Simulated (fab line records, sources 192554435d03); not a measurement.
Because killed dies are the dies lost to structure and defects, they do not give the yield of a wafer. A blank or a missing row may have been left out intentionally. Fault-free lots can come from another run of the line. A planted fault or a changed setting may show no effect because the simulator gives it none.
A lot that was struck, set against a sound lot / flow n5 finfet / 36 steps out of a route of 1938
Sound: wafers L887.2, L887.4, L887.6. Wafers L879.2, L879.4, L879.6 were the ones struck. The cause comes at the end.
Each step with rows lists, per side, the tool, then ch with its chambers, then its first start. Under that, the readings that differ: sound wafers / struck wafers / difference of the means / sigmas: that difference in standard deviations of wafers without a fault.
alike: readings with means less than 2 such deviations apart, plus words and numbers identical on both sides. not compared: withheld readings, readings lacking a value on some wafer, bounds such as >300 that could conceal the same value, and numbers that have no deviation in the record and whose values overlap.
The two part at a step that has a row with sigmas, a row that says differs or no value, or rows on one side only. Numbers that don't overlap but have no deviation are shown without sigmas and don't part them. Lack of a reading on every wafer of one side parts them only where that side has two or more wafers.

first, 9 steps without rows for these wafers: N5_BEOL_M4_ANNEAL_95 (time 240 s); N5_BEOL_M4_SPUTTER_96 (material Cu, target thk 4.5 nm, time 8.29 s); N5_BEOL_M4_ECD_50 (material Cu, target thk 300 nm); N5_BEOL_M4_ANNEAL_51 (time 90 s); N5_BEOL_M4_CMP_52 (polishes, stops on SiOC, t overpolish 6.8 s, target thk 40 nm); N5_BEOL_M4_PRE_CLEAN_60 (time 15 s); N5_BEOL_M4_CO_CAP_55 (material Co, precursor CCTBA/H2, target thk 2 nm, time 102.1 s); N5_BEOL_M4_PRE_CLEAN_56 (time 15 s); N5_BEOL_M4_DEP_57 (deposits SiCN from 3MS/NH3, target thk 8 nm, time 14 s).
N5_BEOL_M4_RC_MEAS_101:
  sound on prober-01 ch 0, day 12 13:53; struck on prober-01 ch 0, day 10 09:43
reading=SS_P (mV/dec); sound=75.0 73.8 72.7; struck=72.4 72.8 72.2; difference=-1.4; sigmas=-2
reading=VT_N (mV); sound=248 246 250; struck=252 254 256; difference=+6; sigmas=+2
  alike: DIBL_N, DIBL_P, IOFF_N, IOFF_P, ION_N, ION_P, SS_N, VT_P
then, 24 steps without rows for these wafers: N5_BEOL_M5_ILD_DEP_00 (deposits SiCOH lowk from DEMS/porogen, target thk 140.64 nm, time 25.9 s); N5_BEOL_M5_CURE_79 (cures SiCOH lowk, time 240 s); N5_BEOL_M5_PECVD_70 (deposits SiO2 from TEOS/O2, target thk 16 nm, time 18 s); N5_BEOL_M5_HM_DEP_02 (deposits TiN, target thk 20 nm); N5_BEOL_M5_COAT_59 (time 60 s, resist thk 60 nm); N5_BEOL_M5_COAT_60 (time 60 s, resist thk 12 nm); N5_BEOL_M5_COAT_71 (time 60 s, resist thk 5 nm); N5_BEOL_M5_COAT_05 (resist thk 30 nm); N5_BEOL_M5_EBR_07; N5_BEOL_M5_SOFTBAKE_06 (time 60 s); N5_BEOL_M5_EXPOSE_08 (exposes mask M5, target cd 28 nm); N5_BEOL_M5_PEB_09 (peb time 60 s); N5_BEOL_M5_DEVELOP_10 (develop time 30 s); N5_BEOL_M5_DESCUM_16 (chemistry O2, time 7 s); N5_BEOL_M5_ETCH_72 (etches underlayer in N2/H2, target depth 6.5 nm, time 5.2 s); N5_BEOL_M5_ETCH_61 (etches SiARC in CF4, target depth 15.6 nm, time 26 s); N5_BEOL_M5_ETCH_62 (etches SOC in N2/H2, target depth 75 nm, overetch 15 nm, time 112.5 s); N5_BEOL_M5_STRIP_63 (strips in N2/H2); N5_BEOL_M5_STRIP_73 (strips in N2/H2); N5_BEOL_M5_STRIP_64 (strips in CF4); N5_BEOL_M5_HM_OPEN_17 (chemistry Cl2/BCl3, target TiN, target depth 20 nm, overetch 6 nm); N5_BEOL_M5_STRIP_19 (strips in O2); N5_BEOL_M5_COAT_65 (time 60 s, resist thk 60 nm); N5_BEOL_M5_COAT_66 (time 60 s, resist thk 12 nm).
N5_BEOL_M6_ETCH_41: etches SiCN in CH3F/O2, target depth 29.7 nm, time 52 s.
  sound on rie diel-01 ch 2,3, day 13 06:41; struck on rie diel-03 ch 1,2,3, day 11 05:11
  no value came back on the struck wafers for any of 8 readings (CH3F_flow_sccm (sccm), O2_flow_sccm (sccm) and others); on the sound wafers CH3F_flow_sccm (sccm) reads 29.99 30.05 30.07
  not compared: rf hours counter h
-- the record jumps here: 4 days lie between the struck wafers' starts before and after (it left off in module BEOL_M6 and takes up again in module PASSIVATION, whose first step shown is number 1936 of the route) --
N5_PASSIVATION_PROBE_49:
  sound: prober-01 at day 17 01:43; struck: prober-01 at day 14 18:20
reading=defect limited yield (%); sound=94.2 94.0; struck=0 0 0; difference=-94; sigmas=-63
reading=killed_at_M4_up; sound=6 12; struck=1078 1084 1092; difference=+1076; sigmas=+99 or more
reading=killed at front end; sound=25 35; struck=50 49 60; difference=+23; sigmas=+2
reading=killed dies; sound=68 71; struck=1180 1180 1180; difference=+1110; sigmas=+62
reading=killed on rim; sound=14 8; struck=152 152 152; difference=+141; sigmas=+32
reading=killed open; sound=45 47; struck=75 95 76; difference=+36; sigmas=+3
reading=sort_bin_5_function (%); sound=4.0 3.5; struck=96.9 95.7 96.2; difference=+92.5; sigmas=+95
reading=sort_bin_6_memory (%); sound=1.8 2.4; struck=2.9 4.2 3.6; difference=+1.5; sigmas=+2
reading=sort n pass; sound=1112 1109; struck=0 0 0; difference=-1110; sigmas=-62
reading=sort yield pct (%); sound=94.2 94.0; struck=0 0 0; difference=-94; sigmas=-63
  alike: killed_at_M0_to_M3, killed at contacts, killed at other, killed short

WHERE THEY PART
First at N5_BEOL_M4_RC_MEAS_101; last, within this record, at N5_PASSIVATION_PROBE_49.

WHY: what had been put in by the simulator
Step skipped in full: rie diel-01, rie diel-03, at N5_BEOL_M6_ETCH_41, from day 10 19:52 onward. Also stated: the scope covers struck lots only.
